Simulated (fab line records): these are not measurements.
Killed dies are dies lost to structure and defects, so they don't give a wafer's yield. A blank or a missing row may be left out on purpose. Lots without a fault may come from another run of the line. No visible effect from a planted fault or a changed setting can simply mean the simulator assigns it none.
Comparing a struck lot with a sound one -- flow n5 finfet -- 39 steps out of a route of 1938
Sound: these wafers, L788.4, L788.5, L788.6. Struck: wafers L782.1, L782.4, L782.6. Last of all comes the cause.
Per side, at each step with rows, come the tool, then ch with its chambers, and then its first start. Under that, the readings that differ: sound wafers -- struck wafers -- difference of the means -- sigmas: that difference in standard deviations of wafers without a fault.
alike: same words and numbers on both sides, and readings whose means sit less than 2 such deviations apart. not compared: any withheld reading, any reading some wafer has no value for, any bound like >300 that may hide the same value, and any number with overlapping values for which the record gives no deviation.
Wherever a step has rows on one side only, a row that says differs or no value, or a row with sigmas, the two part there. When numbers do not overlap yet have no deviation, they are printed without sigmas and do not part them. A reading missing from all wafers of one side parts the sides only when that side holds two or more wafers.

first, 11 steps without rows for these wafers: N5_MOL_CONTACT_COAG_ETCH_106 (etches SOC in N2/H2, target depth 80 nm, overetch 16 nm, time 120 s); N5_MOL_CONTACT_COAG_STRIP_107 (strips in N2/H2); N5_MOL_CONTACT_COAG_STRIP_108 (strips in N2/H2); N5_MOL_CONTACT_COAG_CONTACT_ETCH_14 (etches SiO2 in C4F6/O2, target depth 27.5 nm, overetch 8.5 nm, time 20 s); N5_MOL_CONTACT_COAG_STRIP_109 (strips in C4F6/O2); N5_MOL_CONTACT_COAG_ETCH_15 (etches SiNx in CH3F/O2, stops on Si:P, target depth 7 nm); N5_MOL_CONTACT_COAG_ETCH_110 (etches Si in CF4/O2, target depth 2.5 nm, time 8 s); N5_MOL_CONTACT_COAG_STRIP_98 (strips in N2/H2); N5_MOL_CONTACT_COAG_IMPLANT_129; N5_MOL_CONTACT_COAG_PRECLEAN_111 (cleans in NF3:NH3, afs cycles 1, time 20 s, sublimation time 60 s); N5_MOL_CONTACT_COAG_TI_SIL_19 (material Ti, target thk 4.2 nm, time 15 s).
N5_MOL_CONTACT_COAG_ALD_20: deposits TiN, target thk 1.5 nm, pulse time 1 s, purge time 3 s.
  sound on ald metal-04 ch 1,2,3, day 9 19:14; struck on ald metal-04 ch 0,1,3, day 8 07:52
  no value came back on the struck wafers for any of 5 readings (ald cycles, chamber pressure Torr (Torr) and others); on the sound wafers ald cycles reads 68 68 68
then, 25 steps without rows for these wafers: N5_MOL_CONTACT_COAG_SIL_ANNEAL_21 (time 60 s); N5_MOL_CONTACT_COAG_PRE_CLEAN_141 (time 60 s); N5_MOL_CONTACT_COAG_SPUTTER_143 (material Co, target thk 2.5 nm); N5_MOL_CONTACT_COAG_CO_FILL_22 (material Co, precursor CCTBA/H2, target thk 20 nm); N5_MOL_CONTACT_COAG_ANNEAL_113 (time 300 s); N5_MOL_CONTACT_COAG_PRE_CLEAN_142 (time 60 s); N5_MOL_CONTACT_COAG_SPUTTER_130 (material Co, target thk 47.5 nm); N5_MOL_CONTACT_COAG_PRECLEAN_125 (cleans in DIW, time 57.5 s); N5_MOL_CONTACT_COAG_SRD_126 (dry time 32 s); N5_MOL_CONTACT_COAG_CMP_23 (polishes, stops on SiO2, t overpolish 1.5 s, target thk 0 nm); N5_MOL_CONTACT_COAG_WET_ETCH_26 (target Co, target depth 13 nm); N5_MOL_CONTACT_COAG_WET_ETCH_116 (etches the open film in SC1-inhibited, target depth 4.6 nm, rinse time 30 s); N5_MOL_CONTACT_COAG_ALD_27 (deposits SiOC, target thk 17 nm, pulse time 1.5 s, time 2720 s); N5_MOL_CONTACT_COAG_CMP_28 (polishes, stops on SiNx, t overpolish 0.85 s, target thk 14.522 nm); N5_MOL_CONTACT_COAG_ALD_123 (deposits SiNx, target thk 5 nm, pulse time 1 s, purge time 2 s); N5_MOL_CONTACT_COAG_PECVD_31 (deposits SiO2 from TEOS/O2, target thk 46 nm, time 8.9 s); N5_MOL_CONTACT_COAG_COAT_75 (time 60 s, resist thk 60 nm); N5_MOL_CONTACT_COAG_COAT_76 (time 60 s, resist thk 10 nm); N5_MOL_CONTACT_COAG_COAT_77 (time 60 s, resist thk 10 nm); N5_MOL_CONTACT_COAG_COAT_78 (resist thk 40 nm); N5_MOL_CONTACT_COAG_EBR_80; N5_MOL_CONTACT_COAG_SOFTBAKE_79 (time 60 s); N5_MOL_CONTACT_COAG_EXPOSE_81 (exposes mask VG, defocus 0 nm); N5_MOL_CONTACT_COAG_PEB_82 (peb time 60 s); N5_MOL_CONTACT_COAG_DEVELOP_83 (develop time 30 s).
-- record jumps: 4 days separate the struck wafers' starts on either side; left off in module MOL_CONTACT_COAG, taken up again in module BEOL_M4, whose first shown step is the route's number 1111 --
N5_BEOL_M4_RC_MEAS_101:
  sound on prober-02 ch 0, day 13 16:12; struck on prober-02 ch 0, day 12 09:50
reading,sound,struck,difference,sigmas
IOFF_N (nA/um),0.115 0.122 0.144,0.160 0.188 0.155,+0.041,+2
IOFF_P (nA/um),0.157 0.162 0.180,0.221 0.257 0.215,+0.065,+2
ION_P (uA/um),459 449 456,470 467 468,+14,+2
  alike: DIBL_N, DIBL_P, ION_N, SS_N, SS_P, VT_N, VT_P
-- record jumps: 4 days separate the struck wafers' starts on either side; left off in module BEOL_M4, taken up again in module PASSIVATION, whose first shown step is the route's number 1936 --
N5_PASSIVATION_PROBE_49:
  sound on prober-02, day 18 02:44; struck on prober-02, day 16 10:53
reading,sound,struck,difference,sigmas
defect limited yield (%),90.3 91.3 91.0,45.8 44.5 44.9,-45.8,-33
killed at contacts,10 5 8,569 570 577,+564,+87
killed dies,114 103 106,640 655 650,+541,+34
killed on rim,18 20 15,142 103 22,+71,+18
sort_bin_5_function (%),5.8 5.4 5.3,51.1 52.0 52.5,+46.4,+51
sort n pass,1066 1077 1074,540 525 530,-541,-34
sort yield pct (%),90.3 91.3 91.0,45.8 44.5 44.9,-45.8,-33
  alike: killed_at_M0_to_M3, killed_at_M4_up, killed at front end, killed at other, killed open, killed short, sort_bin_6_memory

== WHERE THEY PART ==
At N5_MOL_CONTACT_COAG_ALD_20 first; at N5_PASSIVATION_PROBE_49 last (within this record only).

WHY: the cause the simulator had injected
Whole step skipped at N5_MOL_CONTACT_COAG_ALD_20 on ald metal-04, starting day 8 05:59. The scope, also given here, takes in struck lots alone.
